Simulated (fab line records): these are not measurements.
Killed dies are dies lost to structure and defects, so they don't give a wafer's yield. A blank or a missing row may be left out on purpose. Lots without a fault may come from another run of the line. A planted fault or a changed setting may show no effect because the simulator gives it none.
Code-filled problem report in 8D (eight disciplines) form -- flow nand-harc -- the parts of the form that need people (team, actions taken, sign-off) are left out

1. WHAT WENT WRONG
Wafers without a fault read 27, standard deviation 13; raw-defect-count at NHARC_A_CONTACT_INSPECT_44 reads a mean of 405 on 6 wafers belonging to 2 lots. That puts it +29 standard deviations away from the usual mean.
First observed at day 19 08:11: wafer L938.3, on defect-inspect-01. The record has a number at this step for 36 wafers belonging to 12 lots. The rule behind "out" and "out of limits": a value lying over 4 standard deviations away from the usual mean. All remaining wafers that have a number are taken as sound.

2. WHAT IT IS, WHAT IT ISN'T
question,is,is not
which readings at this step,raw-defect-count,-
which lots,"L938, L940","L925, L926, L927, L928, L929, L931, L933, L934, L935, L948"
which wafers of those lots,all that have a number,-
read on which gauges,defect-inspect-01,defect-inspect-02
when,from day 19 08:11,up to then (27 sound wafers); but 3 sound wafers of L948 came after

3. SUSPECTS, AND WHAT RULES EACH OUT
Counting: a tool at any process step up to the reading remains a suspect when it ran all the lots that are out and ran no sound lot after the first of those.
- ruled out: the gauge at NHARC_A_CONTACT_INSPECT_44. All the wafers that are out were read on defect-inspect-01, but those of them that NHARC_END_SORT_01 has rows for are out there too, on other tools.
- acl-dep-03 at NHARC_A_CONTACT_DEP_28 (deposits aC, target thk 3600 nm): kept. Every lot that is out went through it, starting with L938 (day 19 05:56), and after that it ran no sound lot; the last sound lot it ran before then is L935 (day 18 20:28).
After counting, what remains is acl-dep-03 at NHARC_A_CONTACT_DEP_28.

4. THE CAUSE (what the simulator had put in)
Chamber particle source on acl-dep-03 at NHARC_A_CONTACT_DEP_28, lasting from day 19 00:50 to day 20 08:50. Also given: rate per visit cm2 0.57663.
This tool alone remained once counting was done.

5. THE CHAIN OF EFFECTS, in route order
One row per reading whose mean, taken over the struck wafers that have a number, lies over 3 standard deviations from the usual. Only readings whose record carries a usual standard deviation are examined. hours: median over the lots of the time between each lot's start at the first step of this table that gives one and its start at this step. sigmas: the change, counted in usual standard deviations.
hours,step,reading,usual,on struck wafers,change,sigmas
0,NHARC_A_CONTACT_INSPECT_44,raw-defect-count,27,405,+378,+29
91,NHARC_END_SORT_01,killed-at-array,29,93,+64,+5.8
91,NHARC_END_SORT_01,killed-dies,33,95,+62,+5.7

6. HOW IT WOULD HAVE BEEN CAUGHT EARLIER
In this record the first reading out of limits at a measuring or inspecting step was taken at day 19 08:11, 7 hours after the fault began at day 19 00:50.
An alarm limit of 4 standard deviations would not have fired on the tool readings at NHARC_A_CONTACT_DEP_28 for which the record gives a usual standard deviation, since none of them was out on any struck wafer.
Among the 2 lots that are out, L940 began NHARC_A_CONTACT_DEP_28 on acl-dep-03 after day 19 08:11. Holding the tool at that time would have saved it.
